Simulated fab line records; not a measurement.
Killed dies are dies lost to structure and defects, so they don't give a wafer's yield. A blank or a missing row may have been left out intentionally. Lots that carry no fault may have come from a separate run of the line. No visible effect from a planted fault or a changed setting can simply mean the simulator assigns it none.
fab line records	flow nand-harc
record lots=13	wafers=39	last-day=33
route steps=1302 shown A_BLC@1130 A_M0@1144
lots untouched by any fault: they come from a run of this same line in which no faults occurred
start-h: the number of hours between the record's first day and the start of the first shown wafer of the lot	wait-h: time in hours since the lot's previous step	" same as the row above	L1.1+2: a single row standing in for several wafers	- value missing, or start not given	* or withheld: withheld	< > ~ a bound
route shown NAME@n: names a module that has steps shown in the file, with the first one's number in the route	usual: average and standard deviation across the fault-free wafers	same: alike in all rows	chamber/n: place in a boat	sites: per-site readings	_std_site: the standard deviation of these	_edge_site: inner sites' mean taken away from outer sites' mean	radius-mm: for every site, how far away it sits from the centre of the wafer	mask NAME#n: copy n	behind: the last tool/chamber to shape the wafer	hold: why the lot went on hold/how many hours it stayed there/how the hold came to an end	device: transistor that didn't switch, given as n, p or np	end of line: the route-end tests of the same wafers	where a step has no rows: the recipe by itself	killed: not the wafer's yield, but the dies lost to structure and defects at the first sort	map: per-die view of a wafer (x killed, . not killed, _ where there is no die)
set.NAME: the run value of the setting; set.NAME@STEP: its run value at that earlier step	model.NAME: the simulator's own value behind a step, which no gauge read
steps of the route over a sample of lots; a table a step, a row a wafer
services: when a tool's chamber went out of use (start-h, in hours from the record's first day, below 0 if earlier), for how many hours, and the reason
## steps
# step NHARC_A_BLC_PVD_32
# recipe target-thk-a=50	chamber-pressure-pa=5	power-w=5000	substrate-temp-c=200	time-s=17.7	material=Ti
# usual throttle-valve-pct=30.1/0.97
lot.wafer	tool	chamber	start-h	wait-h	throttle-valve-pct
L362.2	pvd-sputter-03	-	-	-	29.7
L362.1	"	-	"	"	28.9
L362.6	"	-	"	"	29.8
L364.2	pvd-sputter-02	-	-	-	30.8
L364.1	"	-	"	"	30.6
L364.5	"	-	"	"	30.7
L365.4	pvd-sputter-01	-	-	-	30.1
L365.2	"	-	"	"	29.3
L365.6	"	-	"	"	29.4
L367.1	pvd-sputter-03	-	-	-	30.4
L367.2	"	-	"	"	28.6
L367.5	"	-	"	"	29.5
L368.3	pvd-sputter-01	-	-	-	31.9
L368.6	"	-	"	"	30.0
L368.5	"	-	"	"	29.4
L369.3	pvd-sputter-02	-	-	-	30.5
L369.1	"	-	"	"	30.6
L369.6	"	-	"	"	30.3
L370.3	pvd-sputter-01	-	-	-	30.8
L370.1	"	-	"	"	28.9
L370.5	"	-	"	"	30.1
L372.3	pvd-sputter-03	-	-	-	28.2
L372.5	"	-	"	"	30.0
L372.6	"	-	"	"	30.4
L371.1	pvd-sputter-03	-	-	-	29.6
L371.2	"	-	"	"	30.7
L371.5	"	-	"	"	28.4
L380.1	pvd-sputter-03	-	-	-	29.9
L380.6	"	-	"	"	29.4
L380.5	"	-	"	"	29.8
L383.1	pvd-sputter-03	-	-	-	28.8
L383.4	"	-	"	"	30.4
L383.5	"	-	"	"	28.6
L384.4	pvd-sputter-03	-	-	-	29.5
L384.1	"	-	"	"	29.2
L384.3	"	-	"	"	28.8
L385.2	pvd-sputter-01	-	-	-	30.0
L385.4	"	-	"	"	28.8
L385.5	"	-	"	"	30.1
# step NHARC_A_M0_EXPOSE_06
# recipe na=1.35	target-cd-nm=80	dose-mj=83.25	mask-id=A_M0
# usual exposure-dose-mJ-cm2=83.26/0.081
lot.wafer	tool	chamber	start-h	wait-h	mask	exposure-dose-mJ-cm2
L362.1	arfi-scanner-03	0	532.62	-	A_M0#0	83.09
L362.2	"	0	"	"	A_M0#0	83.16
L362.6	"	0	"	"	A_M0#0	83.28
L364.1	arfi-scanner-02	0	541.47	-	A_M0#0	83.22
L364.2	"	0	"	"	A_M0#0	83.30
L364.5	"	0	"	"	A_M0#0	83.31
L365.2	arfi-scanner-01	0	542.71	-	A_M0#0	83.17
L365.4	"	0	"	"	A_M0#0	83.23
L365.6	"	0	"	"	A_M0#0	83.25
L367.1	arfi-scanner-02	0	563.02	-	A_M0#0	83.31
L367.2	"	0	"	"	A_M0#0	83.21
L367.5	"	0	"	"	A_M0#0	83.28
L368.3	arfi-scanner-02	0	578.38	-	A_M0#0	83.35
L368.5	"	0	"	"	A_M0#0	83.32
L368.6	"	0	"	"	A_M0#0	83.26
L369.1	arfi-scanner-03	0	581.53	-	A_M0#0	83.29
L369.3	"	0	"	"	A_M0#0	83.35
L369.6	"	0	"	"	A_M0#0	83.29
L370.1	arfi-scanner-02	0	614.60	-	A_M0#0	83.26
L370.3	"	0	"	"	A_M0#0	83.31
L370.5	"	0	"	"	A_M0#0	83.18
L372.3	arfi-scanner-01	0	615.95	-	A_M0#0	83.31
L372.5	"	0	"	"	A_M0#0	83.27
L372.6	"	0	"	"	A_M0#0	83.47
L371.1	arfi-scanner-01	0	620.33	-	A_M0#0	83.27
L371.2	"	0	"	"	A_M0#0	83.30
L371.5	"	0	"	"	A_M0#0	83.25
L380.1	arfi-scanner-02	0	706.35	-	A_M0#0	89.49
L380.5	"	0	"	"	A_M0#0	89.54
L380.6	"	0	"	"	A_M0#0	89.41
L383.1	arfi-scanner-03	0	738.66	-	A_M0#0	83.30
L383.4	"	0	"	"	A_M0#0	83.16
L383.5	"	0	"	"	A_M0#0	83.20
L384.1	arfi-scanner-01	0	745.57	-	A_M0#0	83.29
L384.3	"	0	"	"	A_M0#0	83.16
L384.4	"	0	"	"	A_M0#0	83.19
L385.2	arfi-scanner-03	0	755.69	-	A_M0#0	83.21
L385.4	"	0	"	"	A_M0#0	83.26
L385.5	"	0	"	"	A_M0#0	83.35
# step NHARC_A_M0_CD_MEAS_09
# recipe target-cd-nm=80	landing-energy-ev=500
# usual cd-nm=79.9/0.69
lot.wafer	tool	chamber	start-h	wait-h	cd-nm
L362.1	cd-sem-03	0	532.75	-	80.1
L362.2	"	0	"	"	81.0
L362.6	"	0	"	"	79.9
L364.1	cd-sem-03	0	541.61	-	78.7
L364.2	"	0	"	"	79.4
L364.5	"	0	"	"	79.1
L365.2	cd-sem-01	0	542.85	-	79.9
L365.4	"	0	"	"	79.7
L365.6	"	0	"	"	79.9
L367.1	cd-sem-03	0	563.16	-	80.4
L367.2	"	0	"	"	80.8
L367.5	"	0	"	"	80.8
L368.3	cd-sem-01	0	578.52	-	79.7
L368.5	"	0	"	"	80.0
L368.6	"	0	"	"	81.0
L369.1	cd-sem-03	0	581.67	-	79.7
L369.3	"	0	"	"	79.3
L369.6	"	0	"	"	80.1
L370.1	cd-sem-01	0	614.74	-	80.6
L370.3	"	0	"	"	80.5
L370.5	"	0	"	"	79.6
L372.3	cd-sem-01	0	616.10	-	79.8
L372.5	"	0	"	"	79.3
L372.6	"	0	"	"	78.7
L371.1	cd-sem-03	0	620.47	-	80.2
L371.2	"	0	"	"	79.7
L371.5	"	0	"	"	80.5
L380.1	cd-sem-01	0	706.49	-	66.7
L380.5	"	0	"	"	79.1
L380.6	"	0	"	"	76.6
L383.1	cd-sem-02	0	738.80	-	79.6
L383.4	"	0	"	"	80.8
L383.5	"	0	"	"	79.5
L384.1	cd-sem-02	0	745.71	-	80.2
L384.3	"	0	"	"	79.8
L384.4	"	0	"	"	80.2
L385.2	cd-sem-02	0	755.82	-	79.9
L385.4	"	0	"	"	79.7
L385.5	"	0	"	"	79.3
# step NHARC_A_M0_DEGAS_28
# recipe temp-c=250	time-s=60
# usual heater-power-w=338/36
lot.wafer	tool	chamber	start-h	wait-h	heater-power-w
L362.1	pvd-sputter-02	-	533.87	-	338
L362.2	"	-	"	"	316
L362.6	"	-	"	"	310
L364.1	pvd-sputter-02	-	542.77	-	330
L364.2	"	-	"	"	314
L364.5	"	-	"	"	311
L365.4	pvd-sputter-02	-	544.03	-	335
L365.2	"	-	"	"	314
L365.6	"	-	"	"	309
L367.2	pvd-sputter-02	-	564.26	-	317
L367.1	"	-	"	"	291
L367.5	"	-	"	"	319
L368.3	pvd-sputter-01	-	579.62	-	424
L368.6	"	-	"	"	388
L368.5	"	-	"	"	439
L369.1	pvd-sputter-03	-	582.77	-	339
L369.3	"	-	"	"	306
L369.6	"	-	"	"	339
L370.3	pvd-sputter-02	-	615.85	-	326
L370.1	"	-	"	"	287
L370.5	"	-	"	"	335
L372.3	pvd-sputter-01	-	617.21	-	408
L372.5	"	-	"	"	371
L372.6	"	-	"	"	385
L371.2	pvd-sputter-01	-	621.57	-	362
L371.1	"	-	"	"	374
L371.5	"	-	"	"	369
L380.1	pvd-sputter-03	-	707.61	-	335
L380.5	"	-	"	"	303
L380.6	"	-	"	"	332
L383.1	pvd-sputter-02	-	739.91	-	305
L383.4	"	-	"	"	342
L383.5	"	-	"	"	337
L384.1	pvd-sputter-01	-	746.81	-	367
L384.4	"	-	"	"	375
L384.3	"	-	"	"	401
L385.4	pvd-sputter-02	-	756.98	-	296
L385.2	"	-	"	"	348
L385.5	"	-	"	"	307
# step NHARC_A_M0_PVD_20
# recipe target-thk-a=50	bias-v=168.6	power-w=15000	chamber-pressure-pa=0.12	time-s=8.06	substrate-temp-c=50	material=TaN
# usual bias-v=168.5/1.8	throttle-valve-pct=30.4/0.89
lot.wafer	tool	chamber	start-h	wait-h	bias-v	throttle-valve-pct
L362.2	pvd-sputter-02	-	-	-	168.9	30.2
L362.1	"	-	"	"	170.6	30.8
L362.6	"	-	"	"	165.3	30.8
L364.1	pvd-sputter-02	-	-	-	167.4	30.4
L364.2	"	-	"	"	169.2	30.7
L364.5	"	-	"	"	163.6	30.9
L365.4	pvd-sputter-02	-	-	-	170.1	30.9
L365.2	"	-	"	"	167.8	30.5
L365.6	"	-	"	"	167.6	30.4
L367.1	pvd-sputter-02	-	-	-	167.0	30.6
L367.2	"	-	"	"	168.9	30.1
L367.5	"	-	"	"	165.2	30.3
L368.3	pvd-sputter-01	-	-	-	169.5	29.8
L368.5	"	-	"	"	168.9	30.4
L368.6	"	-	"	"	166.8	30.0
L369.1	pvd-sputter-03	-	-	-	168.0	29.8
L369.3	"	-	"	"	166.3	29.4
L369.6	"	-	"	"	171.4	30.5
L370.1	pvd-sputter-02	-	-	-	167.9	30.6
L370.3	"	-	"	"	166.3	30.5
L370.5	"	-	"	"	166.5	30.7
L372.3	pvd-sputter-01	-	-	-	167.3	32.3
L372.6	"	-	"	"	166.4	31.6
L372.5	"	-	"	"	163.9	31.1
L371.2	pvd-sputter-01	-	-	-	168.3	30.1
L371.1	"	-	"	"	170.4	31.4
L371.5	"	-	"	"	168.4	30.3
L380.1	pvd-sputter-03	-	-	-	167.5	30.2
L380.6	"	-	"	"	170.3	29.6
L380.5	"	-	"	"	168.5	29.7
L383.4	pvd-sputter-02	-	-	-	167.9	31.2
L383.1	"	-	"	"	170.3	30.9
L383.5	"	-	"	"	168.9	30.1
L384.4	pvd-sputter-01	-	-	-	169.2	31.1
L384.1	"	-	"	"	172.2	28.6
L384.3	"	-	"	"	167.3	32.3
L385.4	pvd-sputter-02	-	-	-	168.8	30.0
L385.2	"	-	"	"	168.3	31.4
L385.5	"	-	"	"	169.8	30.2
## services
tool	chamber	start-h	hours	kind
pvd-sputter-01	-	530.60	2.3	repair
pvd-sputter-03	-	531.37	10.0	pm
arfi-scanner-01	-	532.94	1.2	repair
pvd-sputter-01	-	535.65	0.8	repair
arfi-scanner-03	-	540.00	4.0	pm
arfi-scanner-01	-	559.97	0.3	repair
arfi-scanner-01	-	567.96	7.0	repair
pvd-sputter-01	-	582.00	10.0	pm
arfi-scanner-01	-	596.00	4.0	pm
pvd-sputter-01	-	606.46	3.1	repair
arfi-scanner-01	-	612.24	1.2	repair
arfi-scanner-02	-	612.90	1.1	repair
arfi-scanner-02	-	623.58	1.6	repair
arfi-scanner-02	-	630.15	0.6	repair
arfi-scanner-01	-	632.24	0.3	repair
pvd-sputter-02	-	638.02	10.0	pm
arfi-scanner-02	-	653.73	5.4	repair
pvd-sputter-02	-	658.04	2.0	repair
pvd-sputter-01	-	667.06	2.0	repair
arfi-scanner-01	-	668.00	1.2	repair
arfi-scanner-02	-	687.11	1.6	repair
pvd-sputter-02	-	695.14	5.3	repair
pvd-sputter-03	-	709.37	10.0	pm
arfi-scanner-02	-	720.73	2.1	repair
## key
first-sign step=NHARC_A_M0_EXPOSE_06	reading=exposure-dose-mJ-cm2	direction=up	sigmas=76	usual=83.26	struck=89.48
effect step=NHARC_A_M0_CD_MEAS_09	reading=cd-nm	direction=down	sigmas=8.4	usual=79.9	struck=74.2	wafers-moved=2	through=control-loop
met-at NHARC_A_M0_EXPOSE_06
struck-lots L380
sort-left-out L380.1,L380.5,L380.6
loop-trim step=NHARC_A_M0_EXPOSE_06	setting=dose	lots=L380
not-acting-at NHARC_A_BLC_PVD_32,NHARC_A_M0_DEGAS_28,NHARC_A_M0_PVD_20
onset-between 614.60 706.35
fault kind=process-parameter-drift	tool=arfi-scanner-02	chamber=-	onset-h=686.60	steps=NHARC_A_M0_EXPOSE_06	channel=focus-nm	offset=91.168	spread-by-wafer=0.3	shape=step	end-h=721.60
# sort-left-out: the simulated sort isn't trusted on such a fault, so these wafers' sort isn't shown, and their yield isn't known
# loop-trim: a control loop set the setting to another value than it would have without faults
